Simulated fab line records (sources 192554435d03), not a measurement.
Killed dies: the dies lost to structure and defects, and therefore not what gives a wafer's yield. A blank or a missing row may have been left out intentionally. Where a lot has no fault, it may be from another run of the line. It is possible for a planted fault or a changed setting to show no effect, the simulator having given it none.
Chamber matching + flow n5 finfet + rie diel-03 running N5_GATE_CUT_DESCUM_18: 4 sister chambers
The step chemistry O2, time 7 s. 20 wafers are shown with their chamber, then 10 later ones without.

## WAFERS, EACH WITH ITS CHAMBER
| wafer  | chamber | drypump motor current A (A) | showerhead plenum p Torr (Torr) | oes product au (a.u.) |
|--------|---------|-----------------------------|---------------------------------|-----------------------|
| L075.3 | 3       | 5.3                         | 1.99                            | 0.73                  |
| L075.4 | 1       | 6.1                         | 2.06                            | 0.94                  |
| L075.5 | 3       | 5.3                         | 1.99                            | 0.74                  |
| L080.2 | 2       | 5.4                         | 1.94                            | 0.79                  |
| L080.3 | 1       | 6.1                         | 2.06                            | 0.92                  |
| L080.4 | 0       | 5.5                         | 1.94                            | 0.78                  |
| L081.1 | 1       | 6.1                         | 2.06                            | 0.90                  |
| L081.3 | 2       | 5.4                         | 1.94                            | 0.79                  |
| L081.4 | 0       | 5.5                         | 1.94                            | 0.78                  |
| L082.2 | 2       | 5.4                         | 1.94                            | 0.80                  |
| L082.3 | 0       | 5.4                         | 1.94                            | 0.78                  |
| L082.4 | 1       | 6.1                         | 2.06                            | 0.91                  |
| L084.1 | 3       | 5.3                         | 1.98                            | 0.72                  |
| L084.5 | 2       | 5.4                         | 1.94                            | 0.79                  |
| L084.6 | 1       | 6.1                         | 2.06                            | 0.90                  |
| L090.1 | 0       | 5.4                         | 1.93                            | 0.77                  |
| L090.5 | 1       | 6.1                         | 2.05                            | 0.88                  |
| L090.6 | 0       | 5.4                         | 1.93                            | 0.77                  |
| L091.2 | 2       | 5.4                         | 1.93                            | 0.77                  |
| L091.5 | 3       | 5.3                         | 1.98                            | 0.70                  |

SIGNATURES, as means of the wafers listed above
| reading                  | chamber 0 | chamber 1 | chamber 2 | chamber 3 | scatter within a chamber |
|--------------------------|-----------|-----------|-----------|-----------|--------------------------|
| drypump motor current A  | 5.440     | 6.100     | 5.400     | 5.300     | 0.0274                   |
| showerhead plenum p Torr | 1.9360    | 2.0583    | 1.9380    | 1.9850    | 0.00489                  |
| oes product au           | 0.7760    | 0.9083    | 0.7880    | 0.7225    | 0.0149                   |
Rule: a wafer's distance from a chamber is the root of the sum, over the readings, of the square of ((its reading less the chamber's mean) divided by the reading's scatter). The wafer belongs to the nearest chamber; if the next one is less than 2 further off, it can't be placed. The scatter: take each reading less its chamber's mean, square it, sum over the shown wafers, divide by the number of wafers less the number of chambers, and take the root.

## WAFERS WHOSE CHAMBER IS MISSING
| wafer  | drypump motor current A (A) | showerhead plenum p Torr (Torr) | oes product au (a.u.) |
|--------|-----------------------------|---------------------------------|-----------------------|
| L091.6 | 5.5                         | 1.93                            | 0.76                  |
| L092.1 | 5.4                         | 1.93                            | 0.77                  |
| L092.2 | 5.5                         | 1.93                            | 0.75                  |
| L092.4 | 5.3                         | 1.98                            | 0.71                  |
| L093.1 | 6.1                         | 2.05                            | 0.87                  |
| L093.3 | 5.3                         | 1.98                            | 0.70                  |
| L093.6 | 5.4                         | 1.93                            | 0.77                  |
| L094.2 | 5.4                         | 1.93                            | 0.76                  |
| L094.4 | 6.1                         | 2.05                            | 0.87                  |
| L094.5 | 5.4                         | 1.93                            | 0.76                  |

## THE CHAMBER EACH PASSED THROUGH
| wafer  | from the rows above     | in truth |
|--------|-------------------------|----------|
| L091.6 | can't be placed: 0 or 2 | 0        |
| L092.1 | can't be placed: 0 or 2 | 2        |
| L092.2 | can't be placed: 0 or 2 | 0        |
| L092.4 | 3                       | 3        |
| L093.1 | 1                       | 1        |
| L093.3 | 3                       | 3        |
| L093.6 | can't be placed: 0 or 2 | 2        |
| L094.2 | can't be placed: 0 or 2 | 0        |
| L094.4 | 1                       | 1        |
| L094.5 | can't be placed: 0 or 2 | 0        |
Correct placement for 4 of the 10. Can't be placed from these rows: 6 (the true chamber is among the candidates in 6). Number placed wrongly: 0.
